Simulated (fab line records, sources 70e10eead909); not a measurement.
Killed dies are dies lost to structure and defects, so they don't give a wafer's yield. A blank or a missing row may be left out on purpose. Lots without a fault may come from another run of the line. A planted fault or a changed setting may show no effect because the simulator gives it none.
Chamber matching | flow nand_harc | NHARC_A_STAIRCASE_TRIM_196 on rie_diel-02: 4 sister chambers
The step chemistry O2, time 211.2 s. 4 wafers are shown with their chamber, then 12 later ones without.

WAFERS WITH THEIR CHAMBER
wafer  | chamber | drypump_motor_current_A (A)
L088.4 | 3       | 6.2
L088.5 | 0       | 5.1
L088.2 | 2       | 5.9
L088.6 | 1       | 6.0

WAFERS WITHOUT THEIR CHAMBER
wafer  | drypump_motor_current_A (A)
L087.1 | 5.0
L087.3 | 5.9
L087.5 | 5.9
L085.2 | 6.2
L085.3 | 5.1
L085.5 | 5.0
L085.1 | 6.0
L085.4 | 5.9
L085.6 | 6.2
L096.1 | 5.1
L096.2 | 6.0
L096.6 | 5.9

WHICH CHAMBER EACH WENT THROUGH
wafer  | from the rows above | in truth
L087.1 | 0                   | 0
L087.3 | 2                   | 2
L087.5 | 2                   | 2
L085.2 | 3                   | 3
L085.3 | 0                   | 0
L085.5 | 0                   | 0
L085.1 | 1                   | 1
L085.4 | 2                   | 2
L085.6 | 3                   | 3
L096.1 | 0                   | 0
L096.2 | 1                   | 1
L096.6 | 2                   | 2
Placed correctly: 12 of 12. Can't be placed from these rows: 0. Placed wrongly: 0.
How it was worked out, from the rows above alone: a wafer's distance from a chamber is the root of the sum, over the readings, of the square of ((its reading less the chamber's mean) divided by the reading's scatter). The wafer belongs to the nearest chamber; if the next one is less than 2 further off, it can't be placed. A chamber's mean is the mean of its shown wafers. The scatter: with one shown wafer a chamber, the root of the mean of the squares of how far each hidden wafer lies from its nearest shown one.
